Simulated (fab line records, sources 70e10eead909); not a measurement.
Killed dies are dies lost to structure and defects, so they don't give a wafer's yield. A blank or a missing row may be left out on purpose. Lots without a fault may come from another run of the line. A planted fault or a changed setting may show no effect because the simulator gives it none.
Which tool did it? | flow nand_harc | 12 lots, 36 wafers sampled, at 6 steps of a route of 1302

WHAT THE GAUGES READ, wafer by wafer
NHARC_P_STI_INSPECT_25. Usual: raw_defect_count 214, standard deviation 82.
lot  | measured     | on                | raw_defect_count | flag
L810 | day 4 00:35  | defect_inspect-02 | 163 147 157      |
L811 | day 4 12:35  | defect_inspect-01 | 264 223 384      |
L813 | day 5 02:43  | defect_inspect-02 | 237 157 272      |
L812 | day 5 02:43  | defect_inspect-01 | 194 225 178      |
L816 | day 6 08:40  | defect_inspect-02 | 191 175 94       |
L817 | day 6 22:17  | defect_inspect-02 | 202 174 208      |
L820 | day 8 04:25  | defect_inspect-01 | 112 102 92       |
L821 | day 8 13:28  | defect_inspect-01 | 171 139 142      |
L823 | day 9 09:30  | defect_inspect-02 | 286 196 497      |
L830 | day 12 14:29 | defect_inspect-01 | 123 97 107       |
L831 | day 12 14:29 | defect_inspect-02 | 186 163 185      |
L833 | day 13 11:23 | defect_inspect-02 | 240 264 125      |

NHARC_P_GATE_CD_MEAS_26: target cd 120 nm. Usual: cd_nm 120.1 nm, standard deviation 0.56.
lot  | measured     | on        | cd_nm (nm)        | flag
L810 | day 5 01:41  | cd_sem-01 | 119.7 120.0 120.0 |
L811 | day 5 12:02  | cd_sem-03 | 120.4 119.7 120.4 |
L813 | day 6 02:20  | cd_sem-02 | 119.5 120.0 119.5 |
L812 | day 6 02:02  | cd_sem-01 | 119.7 120.9 120.2 |
L816 | day 7 05:59  | cd_sem-03 | 120.3 119.1 119.9 |
L817 | day 7 20:38  | cd_sem-02 | 119.4 118.8 119.9 |
L820 | day 9 12:45  | cd_sem-01 | 120.9 119.9 119.9 |
L821 | day 9 18:59  | cd_sem-03 | 120.5 120.4 120.3 |
L823 | day 10 11:37 | cd_sem-03 | 120.6 119.3 120.1 |
L830 | day 13 13:05 | cd_sem-01 | 136.4 137.1 136.3 | OFF
L831 | day 13 13:43 | cd_sem-01 | 136.3 137.3 137.5 | OFF
L833 | day 14 12:34 | cd_sem-03 | 121.0 119.9 118.8 |

NHARC_END_SORT_01. Usual: killed_at_array 57, standard deviation 18; killed_at_other 0.9, standard deviation 1.3; killed_at_periphery 3.5, standard deviation 2.2; killed_dies 62, standard deviation 18; killed_open 3.0, standard deviation 1.7; killed_short 2.3, standard deviation 1.5.
lot  | measured     | on        | killed_at_array | killed_at_other | killed_at_periphery | killed_dies | killed_open | killed_short | flag
L830 | day 32 21:43 | prober-02 | 46 41 46        | 0 0 0           | 24 78 65            | 70 119 111  | 1 1 2       | 3 3 1        | OFF
L831 | day 32 19:23 | prober-01 | 75 66 53        | 1 1 1           | 79 73 96            | 155 140 150 | 2 4 3       | 5 2 3        | OFF

WHICH TOOL RAN EACH LOT (tool, then ch and the chambers of the sampled wafers, then the start)
lot  | NHARC_P_GATE_PEB_24               | NHARC_P_GATE_DESCUM_31             | NHARC_P_GATE_ALD_36
L810 | litho_track-01 ch 0, day 5 01:37  | rie_diel-03 ch 1,2,3, day 5 01:53  | ald_sin-03 ch 2,3, day 5 04:11
L811 | litho_track-01 ch 0, day 5 11:58  | rie_diel-06 ch 0,2, day 5 12:14    | ald_sin-02 ch 0,1,2, day 5 15:35
L813 | litho_track-06 ch 0, day 6 02:16  | rie_diel-06 ch 0,1,3, day 6 02:33  | ald_sin-03 ch 1,2, day 6 05:14
L812 | litho_track-06 ch 0, day 6 01:58  | rie_diel-03 ch 1,3, day 6 02:14    | ald_sin-01 ch 2,3, day 6 03:29
L816 | litho_track-06 ch 0, day 7 05:53  | rie_diel-10 ch 0,2,3, day 7 06:10  | ald_sin-03 ch 0,1,3, day 7 09:32
L817 | litho_track-04 ch 0, day 7 20:33  | rie_diel-10 ch 0,2,3, day 7 20:50  | ald_sin-02 ch 0,1,2, day 8 00:14
L820 | litho_track-06 ch 0, day 9 12:40  | rie_diel-10 ch 0,1, day 9 12:56    | ald_sin-02 ch 0,3, day 9 15:14
L821 | litho_track-01 ch 0, day 9 18:55  | rie_diel-06 ch 0,2, day 9 19:11    | ald_sin-01 ch 1,2,3, day 9 21:29
L823 | litho_track-06 ch 0, day 10 11:32 | rie_diel-03 ch 0,1,2, day 10 11:49 | ald_sin-02 ch 0,1,2, day 10 14:07
L830 | litho_track-06 ch 0, day 13 13:00 | rie_diel-10 ch 1,2, day 13 13:16   | ald_sin-01 ch 0,1,2, day 13 15:35
L831 | litho_track-06 ch 0, day 13 13:38 | rie_diel-06 ch 0,2, day 13 13:54   | ald_sin-03 ch 0,2, day 13 16:13
L833 | litho_track-01 ch 0, day 14 12:29 | rie_diel-06 ch 0,1,2, day 14 12:46 | ald_sin-01 ch 0,1,2, day 14 14:01
- NHARC_P_GATE_PEB_24: peb time 65 s.
- NHARC_P_GATE_DESCUM_31: chemistry O2, time 3 s.
- NHARC_P_GATE_ALD_36: deposits SiNx, target thk 20 nm, pulse time 60 s, ald cycles 223.

WHAT THE TOOLS THEMSELVES READ (means of the sampled wafers that have a number; where no wafer has one, the mark that the record gives instead)
NHARC_P_GATE_PEB_24. Usual: heater_power_total_W 156.6 W, standard deviation 0.42; plate_temp_C 99.99 C, standard deviation 0.14; resist_line_temp_C 22.99 C, standard deviation 0.097.
lot  | tool           | heater_power_total_W (W) | plate_temp_C (C) | resist_line_temp_C (C) | flag
L810 | litho_track-01 | 156.5                    | 99.86            | 22.83                  |
L811 | litho_track-01 | 156.7                    | 99.94            | 23.02                  |
L813 | litho_track-06 | 156.1                    | 100.17           | 23.04                  |
L812 | litho_track-06 | 156.5                    | 100.09           | 23.08                  |
L816 | litho_track-06 | 156.5                    | 100.09           | 23.01                  |
L817 | litho_track-04 | 156.8                    | 100.07           | 23.05                  |
L820 | litho_track-06 | 156.9                    | 100.03           | 22.99                  |
L821 | litho_track-01 | 156.6                    | 100.01           | 23.02                  |
L823 | litho_track-06 | 156.4                    | 99.90            | 22.92                  |
L830 | litho_track-06 | 147.6                    | 95.70            | 23.06                  | OFF
L831 | litho_track-06 | 147.6                    | 95.90            | 22.93                  | OFF
L833 | litho_track-01 | 156.2                    | 100.02           | 23.16                  |

NHARC_P_GATE_DESCUM_31. Usual: drypump_motor_current_A 5.7 A, standard deviation 0.54; oes_product_au 0.997 a.u., standard deviation 0.009; rf_vpp_V 58.0 V, standard deviation 0.94; showerhead_plenum_p_Torr 1.94 Torr, standard deviation 0.085; throttle_valve_pct 11.311 %, standard deviation 0.0084.
lot  | tool        | drypump_motor_current_A (A) | oes_product_au (a.u.) | rf_vpp_V (V) | showerhead_plenum_p_Torr (Torr) | throttle_valve_pct (%) | flag
L810 | rie_diel-03 | 5.3                         | 0.996                 | 58.0         | 1.99                            | 11.312                 |
L811 | rie_diel-06 | 5.6                         | 0.992                 | 58.5         | 1.86                            | 11.314                 |
L813 | rie_diel-06 | 5.8                         | 1.009                 | 57.5         | 1.90                            | 11.306                 |
L812 | rie_diel-03 | 5.3                         | 0.995                 | 58.5         | 1.98                            | 11.312                 |
L816 | rie_diel-10 | 5.9                         | 0.995                 | 57.6         | 1.99                            | 11.310                 |
L817 | rie_diel-10 | 5.9                         | 0.996                 | 58.6         | 1.99                            | 11.305                 |
L820 | rie_diel-10 | 6.0                         | 1.004                 | 58.0         | 1.88                            | 11.315                 |
L821 | rie_diel-06 | 5.8                         | 1.002                 | 58.4         | 1.83                            | 11.311                 |
L823 | rie_diel-03 | 5.4                         | 0.994                 | 58.0         | 2.00                            | 11.307                 |
L830 | rie_diel-10 | 5.8                         | 1.002                 | 58.1         | 1.86                            | 11.313                 |
L831 | rie_diel-06 | 5.6                         | 0.992                 | 58.2         | 1.85                            | 11.307                 |
L833 | rie_diel-06 | 5.9                         | 0.996                 | 58.2         | 1.88                            | 11.318                 |

NHARC_P_GATE_ALD_36. Usual: heater_power_w 820 W, standard deviation 99; precursor_pulse_height_rel 0.999, standard deviation 0.021.
lot  | tool       | heater_power_w (W) | precursor_pulse_height_rel | flag
L810 | ald_sin-03 | 885                | 0.993                      |
L811 | ald_sin-02 | 763                | 0.999                      |
L813 | ald_sin-03 | 881                | 0.995                      |
L812 | ald_sin-01 | 848                | 0.980                      |
L816 | ald_sin-03 | 863                | 1.005                      |
L817 | ald_sin-02 | 759                | 1.005                      |
L820 | ald_sin-02 | 745                | 0.988                      |
L821 | ald_sin-01 | 802                | 0.994                      |
L823 | ald_sin-02 | 773                | 0.996                      |
L830 | ald_sin-01 | 837                | 0.996                      |
L831 | ald_sin-03 | 821                | 0.988                      |
L833 | ald_sin-01 | 843                | 0.979                      |

THE ANSWER, worked out from the rows above alone
Rule: a lot is off if the mean of its wafers that have a number lies more than 3 standard deviations from the usual mean. A lot without any number at a reading at which 4 lots or more have one is off too. The other lots that the step has rows for count as sound. The gauges are gone through in route order, then the tools' own readings, and for those a lot's mean is taken as printed above. The first step at which some lot is off is used, and at that step the reading that is off furthest; a lot without a number counts as furthest.
Off: L830, L831, at NHARC_P_GATE_CD_MEAS_26 (cd_nm).
A tool fits if, at a process step before that reading, it ran every lot that is off, and no sound lot after the first of them. The gauges at NHARC_P_GATE_CD_MEAS_26 aren't tried: what is off there is off at NHARC_END_SORT_01 too, on other tools, and a gauge's error can't cause that. One fits: litho_track-06 at NHARC_P_GATE_PEB_24. Its last sound lot is L823 (day 10 11:32), its first lot that is off L830 (day 13 13:00): a fault that began between those two fits.
The tool's own readings at NHARC_P_GATE_PEB_24 bear it out: on the lots that are off they differ by more than 5 times the standard deviation of the sound lots' means. heater_power_total_W reads 147.6 W there against 156.5 W on the sound lots; plate_temp_C reads 95.80 C there against 100.02 C on the sound lots.

WHAT THE SIMULATOR HAD PUT IN
Process parameter drift: litho_track-06, from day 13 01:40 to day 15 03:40, at NHARC_P_GATE_PEB_24. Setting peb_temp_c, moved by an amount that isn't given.
Lots struck among those shown: L830, L831. The rule above found the same.
